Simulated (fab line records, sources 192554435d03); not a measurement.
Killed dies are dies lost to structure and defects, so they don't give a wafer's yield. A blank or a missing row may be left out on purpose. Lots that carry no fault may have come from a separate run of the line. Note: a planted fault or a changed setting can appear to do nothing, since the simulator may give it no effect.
Chamber matching / flow n5Finfet / rieDiel-02 running N5_HKMG_FIN_ETCH_32: 4 sister chambers
The step etches SOC in N2/H2, target depth 240 nm, time 300 s. 8 wafers are shown with their chamber, then 9 later ones without.

EACH WAFER AND ITS CHAMBER
wafer=L079.6; chamber=3; showerheadPlenumPTorr (Torr)=2.64; throttleValvePct (%)=17.85
wafer=L081.4; chamber=3; showerheadPlenumPTorr (Torr)=2.64; throttleValvePct (%)=17.87
wafer=L081.5; chamber=0; showerheadPlenumPTorr (Torr)=2.53; throttleValvePct (%)=17.65
wafer=L082.3; chamber=2; showerheadPlenumPTorr (Torr)=2.42; throttleValvePct (%)=18.17
wafer=L082.5; chamber=1; showerheadPlenumPTorr (Torr)=2.45; throttleValvePct (%)=17.71
wafer=L086.3; chamber=2; showerheadPlenumPTorr (Torr)=2.42; throttleValvePct (%)=18.20
wafer=L086.4; chamber=0; showerheadPlenumPTorr (Torr)=2.52; throttleValvePct (%)=17.66
wafer=L086.5; chamber=1; showerheadPlenumPTorr (Torr)=2.45; throttleValvePct (%)=17.70

WAFERS WITH NO CHAMBER GIVEN
wafer=L088.1; showerheadPlenumPTorr (Torr)=2.52; throttleValvePct (%)=17.69
wafer=L088.2; showerheadPlenumPTorr (Torr)=2.45; throttleValvePct (%)=17.74
wafer=L088.5; showerheadPlenumPTorr (Torr)=2.41; throttleValvePct (%)=18.19
wafer=L092.2; showerheadPlenumPTorr (Torr)=2.63; throttleValvePct (%)=17.88
wafer=L092.5; showerheadPlenumPTorr (Torr)=2.41; throttleValvePct (%)=18.21
wafer=L092.6; showerheadPlenumPTorr (Torr)=2.63; throttleValvePct (%)=17.89
wafer=L095.2; showerheadPlenumPTorr (Torr)=2.52; throttleValvePct (%)=17.70
wafer=L095.3; showerheadPlenumPTorr (Torr)=2.44; throttleValvePct (%)=17.75
wafer=L095.5; showerheadPlenumPTorr (Torr)=2.44; throttleValvePct (%)=17.76

CHAMBER TAKEN BY EACH
wafer=L088.1; from the rows above=0; in truth=0
wafer=L088.2; from the rows above=1; in truth=1
wafer=L088.5; from the rows above=2; in truth=2
wafer=L092.2; from the rows above=3; in truth=3
wafer=L092.5; from the rows above=2; in truth=2
wafer=L092.6; from the rows above=3; in truth=3
wafer=L095.2; from the rows above=0; in truth=0
wafer=L095.3; from the rows above=1; in truth=1
wafer=L095.5; from the rows above=1; in truth=1
Placed correctly: 9 of 9. Left unplaced by these rows: 0. 0 placed wrongly.
How it was worked out, from the rows above alone: a wafer's distance from a chamber is the root of the sum, over the readings, of the square of ((its reading less the chamber's mean) divided by the reading's scatter). The wafer belongs to the nearest chamber; if the next one is less than 2 further off, it can't be placed. The mean given for a chamber averages the wafers shown for that chamber. The scatter is the square root of a quotient: the sum, over the shown wafers, of each reading's squared deviation from its chamber's mean, divided by wafers minus chambers.
